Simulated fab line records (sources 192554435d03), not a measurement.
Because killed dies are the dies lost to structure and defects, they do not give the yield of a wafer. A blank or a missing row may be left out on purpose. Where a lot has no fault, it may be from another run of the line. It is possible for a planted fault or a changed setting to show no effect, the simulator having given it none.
Chamber matching / flow n5 finfet / 3 sister chambers for N5_BEOL_M8_ILD_DEP_00 on pecvd-02
The step deposits SiCOH lowk from DEMS/porogen, target thk 179.75 nm, time 33.4 s. 6 wafers are shown with their chamber, then 7 later ones without.

== WAFERS PAIRED WITH THEIR CHAMBERS ==
wafer=L781.5; chamber=2; throttle valve pct (%)=14.1; heater power w (W)=303
wafer=L785.2; chamber=2; throttle valve pct (%)=13.9; heater power w (W)=304
wafer=L785.4; chamber=1; throttle valve pct (%)=13.6; heater power w (W)=328
wafer=L785.6; chamber=0; throttle valve pct (%)=15.2; heater power w (W)=229
wafer=L791.1; chamber=1; throttle valve pct (%)=14.0; heater power w (W)=324
wafer=L791.3; chamber=0; throttle valve pct (%)=14.9; heater power w (W)=228

== WAFERS WHOSE CHAMBER IS MISSING ==
wafer=L791.4; throttle valve pct (%)=14.9; heater power w (W)=245
wafer=L796.3; throttle valve pct (%)=13.8; heater power w (W)=333
wafer=L796.4; throttle valve pct (%)=15.2; heater power w (W)=224
wafer=L796.6; throttle valve pct (%)=14.0; heater power w (W)=332
wafer=L798.2; throttle valve pct (%)=14.9; heater power w (W)=259
wafer=L798.3; throttle valve pct (%)=14.2; heater power w (W)=298
wafer=L798.5; throttle valve pct (%)=14.3; heater power w (W)=303

== CHAMBER TAKEN BY EACH ==
wafer=L791.4; from the rows above=0; in truth=0
wafer=L796.3; from the rows above=1; in truth=1
wafer=L796.4; from the rows above=0; in truth=0
wafer=L796.6; from the rows above=1; in truth=1
wafer=L798.2; from the rows above=0; in truth=0
wafer=L798.3; from the rows above=2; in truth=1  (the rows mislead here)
wafer=L798.5; from the rows above=2; in truth=2
Placed correctly: 6 of 7. Can't be placed from these rows: 0. 1 placed wrongly.
How it was worked out, from the rows above alone: a wafer's distance from a chamber is the root of the sum, over the readings, of the square of ((its reading less the chamber's mean) divided by the reading's scatter). The wafer belongs to the nearest chamber; if the next one is less than 2 further off, it can't be placed. A chamber's mean is the mean of its shown wafers. How the scatter is found: for the shown wafers, subtract from each reading the mean of its chamber, square and add these, divide the total by (wafers less chambers), then take the root.
